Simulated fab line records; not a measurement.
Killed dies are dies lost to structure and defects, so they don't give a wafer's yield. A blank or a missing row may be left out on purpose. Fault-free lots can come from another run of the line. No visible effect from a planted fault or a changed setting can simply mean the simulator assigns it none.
Matching of chambers	flow n5Finfet	N5_BEOL_M9_CURE_72 on uvCure-03 has 3 sister chambers
The step cures SiCOH lowk, time 120 s. 6 wafers are shown with their chamber, then 11 later ones without.

WAFERS PAIRED WITH THEIR CHAMBERS
wafer	chamber	wafer_temp_C_max	lampPowerPct (%)
L076.5	2	372.4	52.31
L076.6	2	372.4	52.31
L079.4	0	371.6	52.32
L081.3	1	371.3	52.26
L081.6	1	371.3	52.32
L088.2	0	372.4	52.34

WAFERS WHOSE CHAMBER IS MISSING
wafer	wafer_temp_C_max	lampPowerPct (%)
L088.4	371.6	52.36
L088.6	371.7	52.22
L090.4	372.0	52.35
L090.5	371.8	52.33
L090.6	371.8	52.37
L094.1	371.3	52.32
L094.2	371.8	52.21
L094.3	371.0	52.17
L094.4	371.2	52.30
L094.5	371.1	52.27
L094.6	371.2	52.35

EACH ONE'S CHAMBER
wafer	from the rows above	in truth
L088.4	can't be placed: 0 or 1 or 2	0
L088.6	can't be placed: 1 or 2 or 0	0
L090.4	can't be placed: 0 or 2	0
L090.5	can't be placed: 0 or 2 or 1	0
L090.6	can't be placed: 0 or 2 or 1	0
L094.1	can't be placed: 1 or 0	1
L094.2	can't be placed: 1 or 2 or 0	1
L094.3	1	1
L094.4	1	1
L094.5	1	1
L094.6	can't be placed: 1 or 0 or 2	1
Correct placement for 3 of the 11. From these rows, 8 cannot be placed; in 8 the true chamber is one of the candidates. Wrongly placed: 0.
How it was worked out, from the rows above alone: a wafer's distance from a chamber is the root of the sum, over the readings, of the square of ((its reading less the chamber's mean) divided by the reading's scatter). The wafer belongs to the nearest chamber; if the next one is less than 2 further off, it can't be placed. Each chamber's mean is taken over the wafers shown for it. The scatter is the square root of a quotient: the sum, over the shown wafers, of each reading's squared deviation from its chamber's mean, divided by wafers minus chambers.
